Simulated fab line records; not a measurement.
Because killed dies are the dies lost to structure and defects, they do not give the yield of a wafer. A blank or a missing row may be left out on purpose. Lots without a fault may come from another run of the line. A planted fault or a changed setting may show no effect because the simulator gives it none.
Chamber matching | flow n5Finfet | 3 sister chambers for N5_BEOL_M2_DESCUM_33 on rieDiel-06
The step chemistry O2, time 7 s. 18 wafers are shown with their chamber, then 7 later ones without.

WAFERS, EACH WITH ITS CHAMBER
wafer  | chamber | drypumpMotorCurrentA (A) | showerheadPlenumPTorr (Torr) | throttleValvePct (%)
L076.2 | 2       | 5.3                      | 1.99                         | 20.62
L076.5 | 2       | 5.3                      | 1.99                         | 20.62
L076.6 | 3       | 5.9                      | 2.06                         | 21.01
L078.1 | 2       | 5.3                      | 1.99                         | 20.63
L078.3 | 3       | 5.9                      | 2.06                         | 21.03
L078.6 | 3       | 5.9                      | 2.06                         | 21.01
L080.1 | 3       | 5.9                      | 2.05                         | 21.02
L080.4 | 2       | 5.3                      | 1.99                         | 20.65
L080.5 | 0       | 6.0                      | 2.12                         | 20.50
L086.1 | 3       | 5.9                      | 2.05                         | 21.06
L086.2 | 2       | 5.3                      | 1.98                         | 20.66
L086.4 | 3       | 5.9                      | 2.05                         | 21.05
L092.2 | 0       | 6.0                      | 2.12                         | 20.11
L092.4 | 2       | 5.3                      | 1.98                         | 20.69
L092.6 | 3       | 5.9                      | 2.05                         | 20.61
L093.1 | 2       | 5.3                      | 1.98                         | 20.69
L093.5 | 2       | 5.3                      | 1.98                         | 20.71
L093.6 | 0       | 5.9                      | 2.12                         | 20.13

SIGNATURES (averages over the wafers above)
reading               | chamber 0 | chamber 2 | chamber 3 | scatter within a chamber
drypumpMotorCurrentA  | 5.967     | 5.300     | 5.900     | 0.0211
showerheadPlenumPTorr | 2.1200    | 1.9850    | 2.0543    | 0.00498
throttleValvePct      | 20.2467   | 20.6588   | 20.9700   | 0.131
Rule: distance of a wafer from a chamber = root of the sum over the readings of ((wafer's reading minus chamber's mean) / reading's scatter) squared. If the next closest chamber is less than 2 further off than the closest, the wafer can't be placed; otherwise it belongs to the closest. The scatter: take each reading less its chamber's mean, square it, sum over the shown wafers, divide by the number of wafers less the number of chambers, and take the root.

WAFERS WITH NO CHAMBER GIVEN
wafer  | drypumpMotorCurrentA (A) | showerheadPlenumPTorr (Torr) | throttleValvePct (%)
L094.2 | 5.9                      | 2.12                         | 20.12
L094.3 | 5.9                      | 2.04                         | 20.62
L094.5 | 5.9                      | 2.04                         | 20.64
L096.2 | 5.9                      | 2.11                         | 20.15
L096.3 | 5.3                      | 1.98                         | 20.70
L097.3 | 6.0                      | 2.11                         | 20.16
L097.6 | 5.3                      | 1.97                         | 20.71

CHAMBER TAKEN BY EACH
wafer  | from the rows above | in truth
L094.2 | 0                   | 0
L094.3 | 3                   | 3
L094.5 | 3                   | 3
L096.2 | 0                   | 0
L096.3 | 2                   | 2
L097.3 | 0                   | 0
L097.6 | 2                   | 2
Correctly placed: 7 of 7. Not placeable from these rows: 0. 0 placed wrongly.
